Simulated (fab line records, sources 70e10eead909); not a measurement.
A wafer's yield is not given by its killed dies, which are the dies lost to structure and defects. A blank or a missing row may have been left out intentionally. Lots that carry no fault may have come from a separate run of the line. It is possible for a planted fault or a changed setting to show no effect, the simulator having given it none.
2 desks looking at one fault + flow nand-harc + each desk holds nothing but its own numbers, with what lay behind them at the end

## TOOL OWNER'S DESK, pecvd-onon-04
The tool's own readings at NHARC_A_ONON_D2_DEP_28 (target thk 1000 nm): means of the sampled wafers that have a number, for each lot that ran on this tool. If a lot's mean is further than 4 standard deviations from the usual mean, the lot is out of limits and carries the mark OUT (the distance appears in the brackets).
Columns: A = n2-flow-sccm at NHARC_A_ONON_D2_DEP_28, usual 2749 sccm
| lot  | first seen here | A    |
|------|-----------------|------|
| L839 | day 13 22:57    | 2748 |
| L842 | day 14 19:52    | 2750 |
| L843 | day 15 13:49    | 2753 |
| L846 | day 16 03:55    | 2740 |
| L855 | day 20 02:15    | 2753 |
| L857 | day 21 03:52    | 2742 |
| L860 | day 22 01:50    | 2752 |
Result from this desk: across the 7 lots, nothing is out of limits.

## AT THE METROLOGY DESK
What the gauges read, lot by lot, whatever tool the lot ran on: means of the sampled wafers that have a number. If a lot's mean is further than 4 standard deviations from the usual mean, the lot is out of limits and carries the mark OUT (the distance appears in the brackets).
Columns: A = thk-nm at NHARC_A_ONON_D2_THK_MEAS_14, usual 1003 nm; B = thk-nm at NHARC_A_ONON_D2_THK_MEAS_30, usual 1001 nm
| lot  | first seen here | A    | B               |
|------|-----------------|------|-----------------|
| L839 | day 13 13:11    | 984  | 1004            |
| L840 | day 13 20:40    | 996  | 1013            |
| L842 | day 14 10:38    | 1023 | 1013            |
| L841 | day 14 10:49    | 1016 | 988             |
| L843 | day 15 04:22    | 985  | 1046 (+5.5) OUT |
| L846 | day 15 18:14    | 988  | 1059 (+7.0) OUT |
| L852 | day 18 11:26    | 1011 | 1005            |
| L853 | day 18 22:46    | 1011 | 993             |
| L855 | day 19 16:47    | 990  | 1001            |
| L856 | day 20 16:59    | 997  | 999             |
| L857 | day 20 20:34    | 1005 | 985             |
| L858 | day 20 20:36    | 999  | 996             |
| L860 | day 21 16:38    | 1000 | 1002            |
This desk's verdict: out of limits on L843, L846, starting with L843 at day 15 14:19 (thk-nm at NHARC_A_ONON_D2_THK_MEAS_30). L839, L840, L842, L841, L852, L853, L855, L856, L857, L858, L860: within limits.

## TAKEN TOGETHER
On L843, L846, the metrology desk was in a position to raise an alarm at day 15 14:19.
Nothing out of limits was seen by the tool owner's desk.
On record at the tool owner's desk: L843, L846, within its limits.
All the named lots went through NHARC_A_ONON_D2_DEP_28 on pecvd-onon-04.

## WHAT WAS PUT IN BY THE SIMULATOR
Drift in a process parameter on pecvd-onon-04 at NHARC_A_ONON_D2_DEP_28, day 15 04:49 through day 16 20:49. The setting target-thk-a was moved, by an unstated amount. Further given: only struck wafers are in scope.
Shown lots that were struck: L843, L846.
Delay in hours, fault start to first out-of-limits reading, per desk: metrology desk 10.
